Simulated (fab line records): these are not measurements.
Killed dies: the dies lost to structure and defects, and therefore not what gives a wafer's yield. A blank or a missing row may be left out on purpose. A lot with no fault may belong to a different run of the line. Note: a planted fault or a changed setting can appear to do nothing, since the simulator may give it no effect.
A struck lot beside a sound one || flow n5_finfet || 38 out of 1938 route steps
Sound: wafers L248.4, L248.5, L248.6. Wafers struck: L240.1, L240.2. Last of all comes the cause.
Each step with rows lists, per side, the tool, then ch with its chambers, then its first start. Under that, the readings that differ: sound wafers || struck wafers || difference of the means || sigmas: that difference in standard deviations of wafers without a fault.
alike: readings whose means differ by less than 2 such deviations, and words and numbers that are the same on both sides. not compared: withheld readings, readings that some wafer has no value for, bounds like >300 that may hide the same value, and numbers for which the record gives no deviation and whose values overlap.
Wherever a step has rows on one side only, a row that says differs or no value, or a row with sigmas, the two part there. Non-overlapping numbers with no deviation appear without sigmas and do not part them. A reading missing from all wafers of one side parts the sides only when that side holds two or more wafers.

first, 8 steps without rows for these wafers: N5_BEOL_M1_ECD_50 (material Cu, target thk 300 nm); N5_BEOL_M1_ANNEAL_51 (time 90 s); N5_BEOL_M1_CMP_52 (polishes, stops on SiOC, t overpolish 6.8 s, target thk 40 nm); N5_BEOL_M1_PRE_CLEAN_60 (time 15 s); N5_BEOL_M1_CO_CAP_55 (material Co, precursor CCTBA/H2, target thk 2 nm, time 102.1 s); N5_BEOL_M1_PRE_CLEAN_56 (time 15 s); N5_BEOL_M1_DEP_57 (deposits SiCN from 3MS/NH3, target thk 8 nm, time 14 s); N5_BEOL_M2_ILD_DEP_00 (deposits SiOC from DEMS/O2, target thk 79 nm, time 15.3 s).
N5_BEOL_M2_PECVD_72: deposits SiO2 from TEOS/O2, target thk 16 nm, time 18 s.
  sound on pecvd-03 ch 0,1,2, day 12 06:53; struck on pecvd-04 ch 0, day 10 01:42
{"reading": "model.SiO2_of_BEOL_M2_PECVD_72.thk_nm (nm)", "sound": "16.6 16.4 16.2", "struck": "12.4 12.2", "difference": -4.1, "sigmas": ""}
  alike: heater_power_w, showerhead_plenum_p_Torr, throttle_valve_pct
then, 25 steps without rows for these wafers: N5_BEOL_M2_HM_DEP_02 (deposits TiN, target thk 20 nm); N5_BEOL_M2_COAT_61 (time 60 s, resist thk 60 nm); N5_BEOL_M2_COAT_62 (time 60 s, resist thk 12 nm); N5_BEOL_M2_COAT_73 (time 60 s, resist thk 5 nm); N5_BEOL_M2_COAT_05 (resist thk 30 nm); N5_BEOL_M2_EBR_07; N5_BEOL_M2_SOFTBAKE_06 (time 60 s); N5_BEOL_M2_EXPOSE_08 (exposes mask M2); N5_BEOL_M2_PEB_09 (peb time 60 s); N5_BEOL_M2_DEVELOP_10 (develop time 30 s); N5_BEOL_M2_DESCUM_16 (chemistry O2, time 7 s); N5_BEOL_M2_ETCH_74 (etches underlayer in N2/H2, target depth 6.5 nm, time 5.2 s); N5_BEOL_M2_ETCH_63 (etches SiARC in CF4, target depth 15.6 nm, time 26 s); N5_BEOL_M2_ETCH_64 (etches SOC in N2/H2, target depth 75 nm, overetch 22.5 nm, time 121.9 s); N5_BEOL_M2_STRIP_65 (strips in N2/H2); N5_BEOL_M2_STRIP_75 (strips in N2/H2); N5_BEOL_M2_STRIP_66 (strips in CF4); N5_BEOL_M2_HM_OPEN_17 (chemistry Cl2/BCl3, target TiN, target depth 20 nm, overetch 6 nm); N5_BEOL_M2_STRIP_19 (strips in O2); N5_BEOL_M2_COAT_67 (time 60 s, resist thk 60 nm); N5_BEOL_M2_COAT_68 (time 60 s, resist thk 12 nm); N5_BEOL_M2_COAT_76 (time 60 s, resist thk 5 nm); N5_BEOL_M2_COAT_22 (resist thk 30 nm); N5_BEOL_M2_EBR_24; N5_BEOL_M2_SOFTBAKE_23 (time 60 s).
N5_BEOL_M2_HM_STRIP_39: strips TiN in peroxide tin strip, target depth 25 nm, time 158 s.
  sound on wet_bench-05 ch 0,2,5, day 12 17:23; struck on wet_bench-06 ch 1,3, day 10 09:05
{"reading": "model.SiO2_of_BEOL_M2_PECVD_72.thk_nm (nm)", "sound": "16.4 16.2 16", "struck": "12.2 12.2", "difference": -4.0, "sigmas": ""}
N5_BEOL_M2_CMP_52: polishes, stops on SiOC, t overpolish 6.8 s, target thk 40 nm.
  sound on cmp-01 ch 0,2,3, day 12 20:51; struck on cmp-03 ch 1,3, day 10 12:46
{"reading": "barrier_field_endpoint_s (s)", "sound": "26.0 27.1 26.6", "struck": "20.8 21.0", "difference": -5.7, "sigmas": -8}
  alike: motor_current_A, platen_rpm, retaining_ring_pressure_frac
N5_BEOL_M4_RC_MEAS_101:
  sound on prober-02 ch 0, day 14 01:14; struck on prober-01 ch 0, day 11 12:37
  alike: DIBL_N, DIBL_P, IOFF_N, IOFF_P, ION_N, ION_P, SS_N, SS_P, VT_N, VT_P
-- the record jumps here: 4 days lie between the struck wafers' starts before and after (it left off in module BEOL_M4 and takes up again in module PASSIVATION, whose first step shown is number 1936 of the route) --
N5_PASSIVATION_PROBE_49:
  sound on prober-02, day 17 23:41; struck on prober-01, day 15 20:39
{"reading": "killed_at_other", "sound": "2 3 1", "struck": 9, "difference": "+7", "sigmas": "+2"}
{"reading": "killed_short", "sound": "29 30 32", "struck": 46, "difference": "+16", "sigmas": "+2"}
{"reading": "sort_bin_5_function (%)", "sound": "5.1 5.1 5.5", "struck": 7.7, "difference": "+2.5", "sigmas": "+2"}
  alike: defect_limited_yield, killed_at_M0_to_M3, killed_at_M4_up, killed_at_contacts, killed_at_front_end, killed_dies, killed_open, sort_bin_6_memory, sort_bin_8_speed, sort_n_pass, sort_yield_pct

## WHERE THEY PART
First at N5_BEOL_M2_CMP_52; last, within this record, at N5_PASSIVATION_PROBE_49.

WHY: whatever the simulator had introduced
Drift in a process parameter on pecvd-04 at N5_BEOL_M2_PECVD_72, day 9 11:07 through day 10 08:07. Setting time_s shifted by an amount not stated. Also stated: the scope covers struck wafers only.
